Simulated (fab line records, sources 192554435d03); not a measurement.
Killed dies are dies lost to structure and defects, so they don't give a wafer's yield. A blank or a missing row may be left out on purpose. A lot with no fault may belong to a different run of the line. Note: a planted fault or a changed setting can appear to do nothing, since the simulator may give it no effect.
Chamber matching | flow n5_finfet | 4 sister chambers for N5_FIN_SAQP_ETCH_65 on rie_si-03
The step etches SiO2 in CF4, target depth 4 nm, time 4.4 s. 16 wafers are shown with their chamber, then 8 later ones without.

== WAFERS PAIRED WITH THEIR CHAMBERS ==
wafer  | chamber | throttle_valve_pct (%) | oes_product_au (a.u.) | rf_fwd_power_W (W)
L080.1 | 2       | 21.66                  | 0.993                 | 792
L080.2 | 3       | 22.18                  | 0.943                 | 790
L080.6 | 3       | 22.18                  | 0.949                 | 786
L083.1 | 3       | 22.19                  | 0.958                 | 787
L083.4 | 0       | 21.71                  | 1.008                 | 795
L083.6 | 3       | 22.19                  | 0.965                 | 788
L085.4 | 0       | 21.69                  | 1.006                 | 792
L085.5 | 1       | 21.83                  | 1.012                 | 791
L085.6 | 2       | 21.68                  | 1.004                 | 794
L087.1 | 3       | 22.17                  | 0.951                 | 789
L087.3 | 1       | 21.85                  | 0.999                 | 792
L087.6 | 3       | 22.18                  | 0.946                 | 791
L089.1 | 1       | 21.83                  | 1.003                 | 790
L089.4 | 3       | 22.20                  | 0.957                 | 787
L089.6 | 1       | 21.84                  | 1.007                 | 789
L090.2 | 3       | 22.17                  | 0.955                 | 788

SIGNATURES (means of the wafers above)
reading            | chamber 0 | chamber 1 | chamber 2 | chamber 3 | scatter within a chamber
throttle_valve_pct | 21.7000   | 21.8375   | 21.6700   | 22.1825   | 0.0109
oes_product_au     | 1.00700   | 1.00525   | 0.99850   | 0.95300   | 0.00654
rf_fwd_power_W     | 793.50    | 790.50    | 793.00    | 788.25    | 1.61
Rule: distance of a wafer from a chamber = root of the sum over the readings of ((wafer's reading minus chamber's mean) / reading's scatter) squared. The wafer belongs to the nearest chamber; if the next one is less than 2 further off, it can't be placed. The scatter is the square root of a quotient: the sum, over the shown wafers, of each reading's squared deviation from its chamber's mean, divided by wafers minus chambers.

== WAFERS WITHOUT THEIR CHAMBER ==
wafer  | throttle_valve_pct (%) | oes_product_au (a.u.) | rf_fwd_power_W (W)
L090.3 | 21.70                  | 1.003                 | 793
L090.4 | 21.68                  | 0.998                 | 792
L092.1 | 22.19                  | 0.952                 | 788
L092.2 | 21.83                  | 1.004                 | 790
L092.5 | 21.70                  | 1.004                 | 793
L093.2 | 21.82                  | 1.010                 | 793
L093.4 | 21.70                  | 0.995                 | 795
L093.5 | 22.18                  | 0.958                 | 788

== EACH ONE'S CHAMBER ==
wafer  | from the rows above     | in truth
L090.3 | 0                       | 0
L090.4 | can't be placed: 2 or 0 | 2
L092.1 | 3                       | 3
L092.2 | 1                       | 1
L092.5 | 0                       | 0
L093.2 | 1                       | 1
L093.4 | can't be placed: 0 or 2 | 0
L093.5 | 3                       | 3
6 of 8 placed correctly. Cannot be placed on the basis of these rows: 2; the candidates contain the true chamber in 2. 0 placed wrongly.
